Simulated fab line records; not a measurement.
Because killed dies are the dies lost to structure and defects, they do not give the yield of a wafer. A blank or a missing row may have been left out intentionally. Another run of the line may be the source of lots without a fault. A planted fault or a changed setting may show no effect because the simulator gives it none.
Matching of chambers ; flow nand harc ; NHARC_P_GATE_DESCUM_61 on rie diel-04 has 4 sister chambers
The step chemistry O2, time 3 s. 8 wafers are shown with their chamber, then 11 later ones without.

WAFERS WITH THEIR CHAMBER
wafer;chamber;showerhead plenum p Torr (Torr);drypump motor current A (A)
L079.6;3;1.98;5.8
L091.2;1;1.98;5.8
L091.4;2;1.88;5.4
L091.5;1;1.98;5.7
L092.4;0;1.99;5.1
L092.5;3;1.98;5.8
L092.6;2;1.87;5.5
L094.2;0;1.99;5.1

WAFERS MISSING THEIR CHAMBER
wafer;showerhead plenum p Torr (Torr);drypump motor current A (A)
L094.4;1.87;5.5
L094.5;1.99;5.1
L093.2;1.99;5.1
L093.4;1.98;5.7
L093.6;1.98;5.8
L095.1;1.98;5.8
L095.2;1.99;5.1
L095.5;1.99;5.1
L097.1;1.87;5.4
L097.2;1.98;5.8
L097.3;1.98;5.7

THE CHAMBER EACH PASSED THROUGH
wafer;from the rows above;in truth
L094.4;2;2
L094.5;0;0
L093.2;0;0
L093.4;can't be placed: 1 or 3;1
L093.6;can't be placed: 3 or 1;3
L095.1;can't be placed: 3 or 1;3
L095.2;0;0
L095.5;0;0
L097.1;2;2
L097.2;can't be placed: 3 or 1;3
L097.3;can't be placed: 1 or 3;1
Correct placement for 6 of the 11. Cannot be placed on the basis of these rows: 5; the candidates contain the true chamber in 5. Placed wrongly: 0.
How it was worked out, from the rows above alone: a wafer's distance from a chamber is the root of the sum, over the readings, of the square of ((its reading less the chamber's mean) divided by the reading's scatter). The wafer belongs to the nearest chamber; if the next one is less than 2 further off, it can't be placed. For every chamber, the mean is computed from those of its wafers that are shown. How the scatter is found: for the shown wafers, subtract from each reading the mean of its chamber, square and add these, divide the total by (wafers less chambers), then take the root.
